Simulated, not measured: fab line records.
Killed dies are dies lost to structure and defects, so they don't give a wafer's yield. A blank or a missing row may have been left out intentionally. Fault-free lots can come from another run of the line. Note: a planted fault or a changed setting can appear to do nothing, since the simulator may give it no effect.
Comparing a struck lot with a sound one || flow n5Finfet || 39 steps out of a route of 1938
Sound: these wafers, L814.2, L814.5, L814.6. Wafers struck: L800.1, L800.2, L800.3. Last of all comes the cause.
For every step that has rows: the tool of each side, followed by ch and its chambers, followed by its first start. Under that, the readings that differ: sound wafers || struck wafers || difference of the means || sigmas: that difference in standard deviations of wafers without a fault.
alike: same words and numbers on both sides, and readings whose means sit less than 2 such deviations apart. not compared: any withheld reading, any reading some wafer has no value for, any bound like >300 that may hide the same value, and any number with overlapping values for which the record gives no deviation.
A row with sigmas, a row that says differs or no value, or rows on one side alone: a step with any of these is where the two part. Numbers that have no deviation but don't overlap get no sigmas and don't part them. Lack of a reading on every wafer of one side parts them only where that side has two or more wafers.

first, 9 steps without rows for these wafers: N5_BEOL_M0_CUTY_EXPOSE_54 (exposes mask M0 ABLK); N5_BEOL_M0_CUTY_PEB_55 (peb time 60 s); N5_BEOL_M0_CUTY_DEVELOP_56 (develop time 30 s); N5_BEOL_M0_CUTY_DESCUM_61 (chemistry O2, time 7.9 s); N5_BEOL_M0_CUTY_ETCH_62 (etches SiARC in CF4, time 58.5 s); N5_BEOL_M0_CUTY_ETCH_63 (etches SOC in N2/H2, target depth 82.7 nm, overetch 16.5 nm, time 124 s); N5_BEOL_M0_CUTY_STRIP_64 (strips in N2/H2); N5_BEOL_M0_ETCH_138 (etches SiCN in CH3F/O2, target depth 12 nm, time 31.6 s); N5_BEOL_M0_HM_OPEN_105 (chemistry Cl2/BCl3, target TiN, target depth 12 nm).
N5_BEOL_M0_STRIP_140: strips in CF4.
  sound on rieDiel-05 ch 0,1,2, day 10 16:53; struck on rieDiel-05 ch 0,2,3, day 7 00:01
  no value came back on the struck wafers for any of 8 readings (biasPowerW (W), cf4FlowSccm (sccm) and others); on the sound wafers biasPowerW (W) reads 75.15 74.82 74.80
  not compared: rfHoursCounterH
then, 27 steps without rows for these wafers: N5_BEOL_M0_STRIP_104 (strips in N2/H2); N5_BEOL_M0_WET_ETCH_106 (etches SiO2 in DHF, target depth 130 nm, rinse time 30 s); N5_BEOL_M0_ETCH_128 (etches SiCN in CF4/N2, target depth 12 nm, overetch 5.1 nm, time 21.4 s); N5_BEOL_M0_TRENCH_ETCH_107 (etches SiOC in C4F6/O2, target depth 32.8 nm, time 16.4 s); N5_BEOL_M0_STRIP_142 (strips in N2/H2, time 10 s); N5_BEOL_M0_HM_STRIP_129 (strips TiN in peroxide tin strip, target depth 17 nm, time 108 s); N5_BEOL_M0_SRD_130 (time 30 s); N5_BEOL_M0_ETCH_109 (etches SiCN in CH3F/O2, target depth 8 nm, overetch 2.4 nm, time 27.4 s); N5_BEOL_M0_STRIP_139 (strips in post etch residue remover, time 60 s); N5_BEOL_M0_SRD_111 (time 30 s); N5_BEOL_M0_DEGAS_112 (time 60 s); N5_BEOL_M0_PRE_CLEAN_113 (time 30 s); N5_BEOL_M0_ALD_136 (deposits TaN, pulse time 2 s, purge time 3 s, co reactant purge time 2 s); N5_BEOL_M0_SURFACE_TREAT_137; N5_BEOL_M0_CVD_115 (deposits Co from CCTBA/H2, time 120 s); N5_BEOL_M0_SPUTTER_116 (material Cu, target thk 4 nm, time 7.37 s); N5_BEOL_M0_ANNEAL_117 (time 60 s); N5_BEOL_M0_SPUTTER_132 (material Cu, target thk 4 nm, time 7.37 s); N5_BEOL_M0_ANNEAL_133 (time 60 s); N5_BEOL_M0_SPUTTER_134 (material Cu, target thk 4 nm, time 7.37 s); N5_BEOL_M0_ANNEAL_135 (time 60 s); N5_BEOL_M0_SPUTTER_141 (material Cu, target thk 4 nm, time 7.37 s); N5_BEOL_M0_ECD_118 (material Cu, target thk 300 nm); N5_BEOL_M0_ANNEAL_119 (time 90 s); N5_BEOL_M0_CMP_120 (polishes, stops on SiOC, t overpolish 6.9 s); N5_BEOL_M0_PRE_CLEAN_131 (time 15 s); N5_BEOL_M0_CO_CAP_123 (material Co, precursor CCTBA/H2, target thk 2 nm, time 102.1 s).
-- a jump in the record: the struck wafers' starts before and after are 5 days apart (it breaks off in module BEOL_M0 and resumes in module BEOL_M4, where the first step shown is number 1111 of the route) --
N5_BEOL_M4_RC_MEAS_101:
  sound on prober-02 ch 0, day 15 07:26; struck on prober-01 ch 0, day 11 18:39
  alike: DIBL_N, DIBL_P, IOFF_N, IOFF_P, ION_N, ION_P, SS_N, SS_P, VT_N, VT_P
-- here the record skips 5 days between the struck wafers' starts before and after, leaving off in module BEOL_M4 and picking up in module PASSIVATION (first step shown: number 1936 of the route) --
N5_PASSIVATION_PROBE_49:
  sound on prober-02, day 19 20:51; struck on prober-02, day 16 10:37
{"reading": "defectLimitedYield (%)", "sound": "87.5 90.3 91.4", "struck": "56.9 63.6 73.6", "difference": -25.0, "sigmas": -16}
{"reading": "killed_at_M0_to_M3", "sound": "37 24 28", "struck": "407 342 240", "difference": "+300", "sigmas": "+27"}
{"reading": "killedDies", "sound": "148 114 101", "struck": "508 429 311", "difference": "+295", "sigmas": "+16"}
{"reading": "killedOnRim", "sound": "18 11 18", "struck": "120 13 12", "difference": "+33", "sigmas": "+8"}
{"reading": "sort_bin_5_function (%)", "sound": "8.3 5.8 5.6", "struck": "38.5 32.8 22.5", "difference": "+24.7", "sigmas": "+22"}
{"reading": "sortNPass", "sound": "1032 1066 1079", "struck": "672 751 869", "difference": -295, "sigmas": -16}
{"reading": "sortYieldPct (%)", "sound": "87.5 90.3 91.4", "struck": "56.9 63.6 73.6", "difference": -25.0, "sigmas": -16}
  alike: killed_at_M4_up, killedAtContacts, killedAtFrontEnd, killedAtOther, killedOpen, killedShort, sort_bin_6_memory

## WHERE THEY PART
Last at N5_PASSIVATION_PROBE_49 as far as this record goes, first at N5_BEOL_M0_STRIP_140.

WHY: the cause the simulator had injected
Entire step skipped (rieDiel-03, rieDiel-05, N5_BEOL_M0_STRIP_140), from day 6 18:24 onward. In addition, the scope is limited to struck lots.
